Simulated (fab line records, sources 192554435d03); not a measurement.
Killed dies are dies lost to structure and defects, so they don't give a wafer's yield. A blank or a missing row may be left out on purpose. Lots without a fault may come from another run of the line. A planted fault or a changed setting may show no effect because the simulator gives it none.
Chamber matching | flow n5_finfet | N5_BEOL_M10_ETCH_61 on rie_diel-04: 4 sister chambers
The step etches SiARC in CF4, target depth 39 nm, time 65 s. 14 wafers are shown with their chamber, then 6 later ones without.

WAFERS WITH THEIR CHAMBER
wafer  | chamber | throttle_valve_pct (%) | oes_product_au (a.u.) | showerhead_plenum_p_Torr (Torr)
L076.3 | 3       | 15.24                  | 0.77                  | 2.18
L076.5 | 1       | 15.28                  | 0.70                  | 2.17
L076.6 | 2       | 15.79                  | 0.67                  | 2.15
L083.1 | 3       | 15.26                  | 0.74                  | 2.18
L083.4 | 2       | 15.78                  | 0.66                  | 2.15
L085.3 | 0       | 15.57                  | 0.70                  | 2.17
L085.5 | 1       | 15.29                  | 0.68                  | 2.17
L085.6 | 0       | 15.56                  | 0.70                  | 2.17
L088.2 | 0       | 15.59                  | 0.69                  | 2.16
L088.5 | 0       | 15.58                  | 0.69                  | 2.16
L088.6 | 3       | 15.27                  | 0.74                  | 2.17
L087.1 | 0       | 15.59                  | 0.70                  | 2.16
L087.2 | 1       | 15.29                  | 0.69                  | 2.16
L087.3 | 3       | 15.28                  | 0.74                  | 2.17

SIGNATURES (means of the wafers above)
reading                  | chamber 0 | chamber 1 | chamber 2 | chamber 3 | scatter within a chamber
throttle_valve_pct       | 15.5780   | 15.2867   | 15.7850   | 15.2625   | 0.0129
oes_product_au           | 0.6960    | 0.6900    | 0.6650    | 0.7475    | 0.0102
showerhead_plenum_p_Torr | 2.1640    | 2.1667    | 2.1500    | 2.1750    | 0.00535
Rule: a wafer's distance from a chamber is the root of the sum, over the readings, of the square of ((its reading less the chamber's mean) divided by the reading's scatter). The wafer belongs to the nearest chamber; if the next one is less than 2 further off, it can't be placed. The scatter: the root of (the sum of the squares of (reading less its chamber's mean) over the shown wafers, divided by (wafers less chambers)).

WAFERS WITHOUT THEIR CHAMBER
wafer  | throttle_valve_pct (%) | oes_product_au (a.u.) | showerhead_plenum_p_Torr (Torr)
L092.2 | 15.61                  | 0.68                  | 2.16
L092.4 | 15.33                  | 0.67                  | 2.16
L092.5 | 15.31                  | 0.71                  | 2.17
L095.2 | 15.86                  | 0.64                  | 2.14
L095.4 | 15.62                  | 0.67                  | 2.16
L095.5 | 15.63                  | 0.68                  | 2.16

WHICH CHAMBER EACH WENT THROUGH
wafer  | from the rows above | in truth
L092.2 | 0                   | 0
L092.4 | 1                   | 1
L092.5 | 1                   | 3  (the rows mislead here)
L095.2 | 2                   | 2
L095.4 | 0                   | 0
L095.5 | 0                   | 0
Placed correctly: 5 of 6. Can't be placed from these rows: 0. Placed wrongly: 1.
